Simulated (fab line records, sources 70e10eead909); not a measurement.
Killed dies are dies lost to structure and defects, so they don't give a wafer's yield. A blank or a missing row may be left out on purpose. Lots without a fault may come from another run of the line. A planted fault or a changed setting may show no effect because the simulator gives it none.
fab line records | flow nand_harc | part 2 of 2: steps 31 to 39 of 39
record lots=5 wafers=15 last_day=30
route steps=1302 shown A_M1@1189 A_BONDPAD@1202
lots that met no fault: from a run of the same line without faults
start_h: hours from the record's first day to the start of the lot's first wafer shown | wait_h: hours since the lot's step before | " the same as in the row above | L1.1+2: a row that stands for several wafers | - no value, or no start given | * or withheld: withheld | < > ~ a bound
route shown NAME@n: a module of which the file shows steps, and the number in the route of the first | usual: mean/standard deviation of fault-free wafers | same: alike in all rows | chamber/n: place in a boat | sites: the reading at each site | _std_site: their standard deviation | _edge_site: outer sites' mean less inner sites' | radius_mm: how far each site lies from the wafer's centre | mask NAME#n: copy n | behind: the tool/chamber that last shaped the wafer | hold: why the lot was held/for how many hours/how that ended | device: the transistor (n, p or np) that didn't switch | end of line: the same wafers' tests at the end of the route | a step without rows: its recipe alone | killed: dies lost to structure and defects at the first sort, not the wafer's yield | map: a wafer's dies, x killed, . not, _ none there
set.NAME: the setting as run; set.NAME@STEP: as run at that earlier step | model.NAME: the simulator's own value behind a step, which no gauge read
lots at some steps of the route; a table a step, a row a wafer
services: from which hour (start_h, from the record's first day; less than 0 if before it) a tool's chamber was out of use, for how many hours, and why
## steps
# step NHARC_A_BONDPAD_ETCH_12
# recipe target_depth_a=2200 time_s=110 chf3_flow_sccm=50 o2_flow_sccm=10 ar_flow_sccm=200 rf_w=500 bias_w=200 chemistry=CHF3/O2
# usual drypump_motor_current_A=5.7/0.46 o2_flow_sccm=10.003/0.029 oes_product_au=0.945/0.026 rf_vpp_V=370.8/2.4 showerhead_plenum_p_Torr=2.42/0.11 throttle_valve_pct=20.572/0.0098
# columns lot.wafer tool chamber start_h wait_h drypump_motor_current_A o2_flow_sccm oes_product_au rf_hours_counter_h rf_vpp_V showerhead_plenum_p_Torr throttle_valve_pct
L078.3 rie_diel-08 0 - - 5.6 9.985 0.969 7 369.6 2.31 20.594
L078.2 " 2 " " 6.1 9.970 0.949 1 374.3 2.60 20.549
L078.5 " 1 " " 6.3 10.052 0.944 - 374.5 2.59 20.571
L080.2 rie_diel-01 3 - - 5.4 9.997 0.921 2 369.2 2.34 20.579
L080.3 " 3 " " 5.4 10.019 0.926 - 369.0 2.34 20.574
L080.5 " 1 " " 6.4 9.991 0.935 - 371.6 2.41 20.567
L084.3 rie_diel-01 3 - - 5.4 10.005 0.918 15 369.6 2.34 20.564
L084.5 " 0 " " 5.0 9.983 0.924 - 369.3 2.38 20.570
L084.4 " 1 " " 6.4 10.018 0.934 - 371.1 2.40 20.570
L087.3 rie_diel-07 2 - - 5.1 10.054 0.964 0 369.3 2.34 20.573
L087.4 " 3 " " 6.0 10.004 0.976 0 373.9 2.52 20.576
L087.5 " 0 " " 5.5 9.957 0.987 - 374.0 2.53 20.575
L086.3 rie_diel-07 1 - - 6.4 10.021 0.973 0 368.4 2.31 20.557
L086.2 " 3 " " 6.0 9.982 0.972 0 373.0 2.52 20.566
L086.6 " 1 " " 6.4 9.963 0.979 - 369.7 2.31 20.572
# step NHARC_A_BONDPAD_CD_MEAS_13
# usual cd_nm=499.5/1.5
# columns lot.wafer tool chamber start_h wait_h cd_nm
L078.2 cd_sem-03 - 571.98 - 499.2
L078.3 " - " " 501.2
L078.5 " - " " 497.9
L080.2 cd_sem-03 - 595.00 - 498.4
L080.3 " - " " 499.7
L080.5 " - " " 499.7
L084.3 cd_sem-01 - 651.70 - 499.6
L084.4 " - " " 498.3
L084.5 " - " " 501.3
L087.3 cd_sem-03 - 663.41 - 496.5
L087.4 " - " " 496.6
L087.5 " - " " 497.0
L086.2 cd_sem-01 - 675.75 - 500.4
L086.3 " - " " 498.8
L086.6 " - " " 502.0
# step NHARC_A_BONDPAD_STRIP_15
# recipe o2_flow_sccm=500 ar_flow_sccm=0 bias_w=0 chemistry=O2
# usual drypump_motor_current_A=5.7/0.49 o2_flow_sccm=500.2/1.4 oes_product_au=1.001/0.0083 rf_vpp_V=57.8/0.89 showerhead_plenum_p_Torr=3.53/0.14 throttle_valve_pct=17.037/0.0094
# columns lot.wafer tool chamber start_h wait_h drypump_motor_current_A o2_flow_sccm oes_product_au rf_hours_counter_h rf_vpp_V showerhead_plenum_p_Torr throttle_valve_pct
L078.2 rie_diel-08 2 572.06 0.1 6.1 501.6 1.005 1 57.0 3.81 17.042
L078.3 " 3 " " 5.4 499.5 1.000 7 57.0 3.30 17.033
L078.5 " 2 " " 6.1 499.2 0.992 - 59.5 3.81 17.015
L080.2 rie_diel-07 1 595.09 0.1 6.4 498.7 1.002 3 58.6 3.40 17.035
L080.3 " 2 " " 5.2 501.5 0.995 3 58.2 3.44 17.035
L080.5 " 1 " " 6.4 497.5 1.000 - 56.3 3.40 17.034
L084.3 rie_diel-08 0 651.77 0.1 5.6 498.7 1.009 35 56.7 3.38 17.029
L084.4 " 2 " " 6.1 500.9 0.992 31 58.6 3.79 17.042
L084.5 " 0 " " 5.6 498.3 0.985 - 56.1 3.38 17.033
L087.4 rie_diel-07 2 663.48 0.1 5.1 498.7 0.994 0 55.8 3.44 17.057
L087.3 " 0 " " 5.5 503.0 1.013 0 59.3 3.72 17.045
L087.5 " 2 " " 5.1 500.9 1.003 - 57.3 3.44 17.036
L086.2 rie_diel-01 2 675.84 0.1 5.8 501.5 0.995 3 57.3 3.40 17.045
L086.3 " 0 " " 5.1 501.4 0.988 17 58.3 3.49 17.035
L086.6 " 2 " " 5.8 501.8 1.005 - 57.8 3.40 17.043
# step NHARC_A_BONDPAD_ETCH_24
# recipe target_depth_a=300 over_etch_frac=0.3 time_s=72.99 ion_energy_ev=150 cf4_flow_sccm=50 n2_flow_sccm=100 ar_flow_sccm=150 rf_w=300 bias_w=100 chemistry=CF4/N2
# usual drypump_motor_current_A=5.7/0.48 oes_product_au=1.000/0.0086 rf_vpp_V=314.3/2.1 showerhead_plenum_p_Torr=2.63/0.11 throttle_valve_pct=19.794/0.0085
# columns lot.wafer tool chamber start_h wait_h drypump_motor_current_A oes_product_au rf_hours_counter_h rf_vpp_V showerhead_plenum_p_Torr throttle_valve_pct
L078.2 rie_diel-08 1 - - 6.3 1.002 7 317.8 2.83 19.787
L078.3 " 0 " " 5.6 1.005 7 312.7 2.52 19.803
L078.5 " 1 " " 6.2 0.995 - 317.5 2.83 19.805
L080.2 rie_diel-07 0 - - 5.5 1.010 3 317.4 2.77 19.787
L080.3 " 1 " " 6.4 1.007 3 312.4 2.53 19.788
L080.5 " 3 " " 6.0 1.006 - 316.0 2.75 19.787
L084.4 rie_diel-08 2 - - 6.1 0.992 31 318.5 2.82 19.792
L084.3 " 3 " " 5.4 0.978 35 311.8 2.44 19.781
L084.5 " 3 " " 5.4 0.982 - 312.1 2.44 19.807
L087.3 rie_diel-07 3 - - 6.0 1.006 0 316.9 2.75 19.789
L087.4 " 2 " " 5.1 1.001 0 314.1 2.56 19.782
L087.5 " 0 " " 5.5 1.013 - 316.8 2.77 19.791
L086.2 rie_diel-01 0 - - 5.0 1.000 17 312.6 2.60 19.784
L086.3 " 1 " " 6.3 1.001 20 313.2 2.62 19.791
L086.6 " 3 " " 5.4 0.995 - 312.2 2.55 19.796
# step NHARC_A_BONDPAD_STRIP_16
# recipe time_s=600 temp_c=30 chemistry=post_etch_residue_remover
# columns lot.wafer tool chamber start_h wait_h
L078.5+2+3 wet_bench-10 1,2,6 572.33 -
L080.3+2+5 wet_bench-08 0,1,4 595.36 -
L084.3+5+4 wet_bench-10 6,7,1 652.07 -
L087.3+5+4 wet_bench-08 3,4,6 663.79 -
L086.6+2+3 wet_bench-10 3,4,0 676.12 -
# step NHARC_A_BONDPAD_DEGAS_25
# recipe temp_c=300 time_s=60
# usual heater_power_w=483/69
# columns lot.wafer tool chamber start_h wait_h heater_power_w
L078.2 pvd_sputter-03 - 572.60 - 557
L078.3 " - " " 557
L078.5 " - " " 552
L080.3 pvd_sputter-03 - 595.62 - 559
L080.2 " - " " 518
L080.5 " - " " 548
L084.3 pvd_sputter-02 - 652.34 - 462
L084.4 " - " " 453
L084.5 " - " " 457
L087.4 pvd_sputter-03 - 664.05 - 537
L087.3 " - " " 432
L087.5 " - " " 382
L086.2 pvd_sputter-02 - 676.40 - 446
L086.3 " - " " 469
L086.6 " - " " 553
# step NHARC_A_BONDPAD_PRE_CLEAN_26
# recipe time_s=30 temp_c=280 gas=H2/He
# usual heater_power_w=429/61
# columns lot.wafer tool chamber start_h wait_h heater_power_w
L078.3 pvd_sputter-03 - - - 341
L078.2 " - " " 478
L078.5 " - " " 338
L080.2 pvd_sputter-03 - - - 500
L080.3 " - " " 385
L080.5 " - " " 375
L084.3 pvd_sputter-02 - - - 396
L084.4 " - " " 394
L084.5 " - " " 385
L087.3 pvd_sputter-03 - - - 345
L087.4 " - " " 383
L087.5 " - " " 339
L086.3 pvd_sputter-02 - - - 489
L086.2 " - " " 399
L086.6 " - " " 395
# step NHARC_A_BONDPAD_PVD_17
# recipe target_thk_a=50 bias_v=168.6 power_w=15000 chamber_pressure_pa=0.12 time_s=8.06 substrate_temp_c=50 material=TaN
# usual throttle_valve_pct=30.2/1.5
# columns lot.wafer tool chamber start_h wait_h throttle_valve_pct
L078.3 pvd_sputter-03 - - - 32.1
L078.2 " - " " 29.6
L078.5 " - " " 31.9
L080.2 pvd_sputter-03 - - - 31.1
L080.3 " - " " 29.8
L080.5 " - " " 29.3
L084.3 pvd_sputter-02 - - - 31.5
L084.4 " - " " 30.7
L084.5 " - " " 31.0
L087.3 pvd_sputter-03 - - - 29.3
L087.4 " - " " 29.6
L087.5 " - " " 29.3
L086.2 pvd_sputter-02 - - - 31.5
L086.3 " - " " 30.7
L086.6 " - " " 31.3
# step NHARC_A_BONDPAD_PVD_27
# recipe target_thk_a=300 chamber_pressure_pa=5 power_w=5000 substrate_temp_c=30 time_s=20.49 material=Cu
# usual throttle_valve_pct=30.1/1.5
# columns lot.wafer tool chamber start_h wait_h throttle_valve_pct
L078.2 pvd_sputter-03 - - - 31.0
L078.3 " - " " 29.4
L078.5 " - " " 31.9
L080.2 pvd_sputter-03 - - - 29.6
L080.3 " - " " 29.7
L080.5 " - " " 29.5
L084.3 pvd_sputter-02 - - - 32.5
L084.4 " - " " 27.6
L084.5 " - " " 32.4
L087.3 pvd_sputter-03 - - - 31.1
L087.4 " - " " 31.9
L087.5 " - " " 31.2
L086.3 pvd_sputter-02 - - - 27.2
L086.2 " - " " 30.7
L086.6 " - " " 27.5
## services
# columns tool chamber start_h hours kind
pecvd-03 - 547.04 13.0 pm
rie_diel-08 - 549.77 9.0 pm
cmp-03 - 554.44 4.0 pm
rie_diel-01 - 558.38 9.0 pm
rie_diel-07 - 563.31 25.6 repair
pvd_sputter-03 - 566.62 3.5 repair
litho_track-02 - 577.02 7.0 pm
rie_diel-01 2 582.28 79.9 repair
rie_diel-01 0 588.77 4.8 repair
cmp-03 - 600.23 0.4 repair
pvd_sputter-01 - 603.91 10.0 pm
rie_diel-07 1 607.34 3.5 repair
pecvd-03 1 623.09 16.5 repair
litho_track-03 - 625.00 7.0 pm
pecvd-04 - 631.28 13.0 pm
pvd_sputter-02 - 638.69 10.0 pm
pvd_sputter-03 - 639.22 3.3 repair
wet_bench-08 - 646.40 8.0 pm
rie_diel-07 - 648.20 9.0 pm
litho_track-05 - 649.02 7.0 pm
rie_diel-01 - 650.49 0.4 repair
pecvd-03 1 658.53 1.7 repair
pvd_sputter-01 - 662.93 1.2 repair
wet_bench-10 - 663.20 8.0 pm
